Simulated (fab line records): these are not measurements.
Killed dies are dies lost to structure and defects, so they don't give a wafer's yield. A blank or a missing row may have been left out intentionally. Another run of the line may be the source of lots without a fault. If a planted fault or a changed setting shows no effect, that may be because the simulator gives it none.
Matching of chambers || flow n5 finfet || N5_MOL_CONTACT_COAG_STRIP_98 on rie diel-05 has 4 sister chambers
The step strips in N2/H2. 4 wafers are shown with their chamber, then 11 later ones without.

WAFERS PAIRED WITH THEIR CHAMBERS
{"wafer": "L084.2", "chamber": 0, "drypump motor current A (A)": 4.9}
{"wafer": "L084.3", "chamber": 1, "drypump motor current A (A)": 5.6}
{"wafer": "L084.4", "chamber": 2, "drypump motor current A (A)": 5.8}
{"wafer": "L085.1", "chamber": 3, "drypump motor current A (A)": 5.0}

WAFERS WITH NO CHAMBER GIVEN
{"wafer": "L085.4", "drypump motor current A (A)": 4.9}
{"wafer": "L085.5", "drypump motor current A (A)": 5.0}
{"wafer": "L088.2", "drypump motor current A (A)": 4.8}
{"wafer": "L088.5", "drypump motor current A (A)": 5.0}
{"wafer": "L088.6", "drypump motor current A (A)": 4.9}
{"wafer": "L092.2", "drypump motor current A (A)": 4.8}
{"wafer": "L092.4", "drypump motor current A (A)": 5.6}
{"wafer": "L092.6", "drypump motor current A (A)": 5.6}
{"wafer": "L095.1", "drypump motor current A (A)": 5.7}
{"wafer": "L095.2", "drypump motor current A (A)": 4.8}
{"wafer": "L095.5", "drypump motor current A (A)": 4.8}

THE CHAMBER EACH PASSED THROUGH
{"wafer": "L085.4", "from the rows above": "can't be placed: 0 or 3", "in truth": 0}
{"wafer": "L085.5", "from the rows above": "can't be placed: 3 or 0", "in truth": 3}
{"wafer": "L088.2", "from the rows above": "can't be placed: 0 or 3", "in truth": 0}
{"wafer": "L088.5", "from the rows above": "can't be placed: 3 or 0", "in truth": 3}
{"wafer": "L088.6", "from the rows above": "can't be placed: 0 or 3", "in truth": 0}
{"wafer": "L092.2", "from the rows above": "can't be placed: 0 or 3", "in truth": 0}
{"wafer": "L092.4", "from the rows above": 1, "in truth": 1}
{"wafer": "L092.6", "from the rows above": 1, "in truth": 1}
{"wafer": "L095.1", "from the rows above": "can't be placed: 2 or 1", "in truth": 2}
{"wafer": "L095.2", "from the rows above": "can't be placed: 0 or 3", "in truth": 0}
{"wafer": "L095.5", "from the rows above": "can't be placed: 0 or 3", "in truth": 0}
Correct placement for 2 of the 11. From these rows, 9 cannot be placed; in 9 the true chamber is one of the candidates. 0 placed wrongly.
How it was worked out, from the rows above alone: a wafer's distance from a chamber is the root of the sum, over the readings, of the square of ((its reading less the chamber's mean) divided by the reading's scatter). The wafer belongs to the nearest chamber; if the next one is less than 2 further off, it can't be placed. The mean given for a chamber averages the wafers shown for that chamber. The scatter (one wafer shown for each chamber): square how far every hidden wafer sits from the nearest shown wafer, average those squares and take the square root.
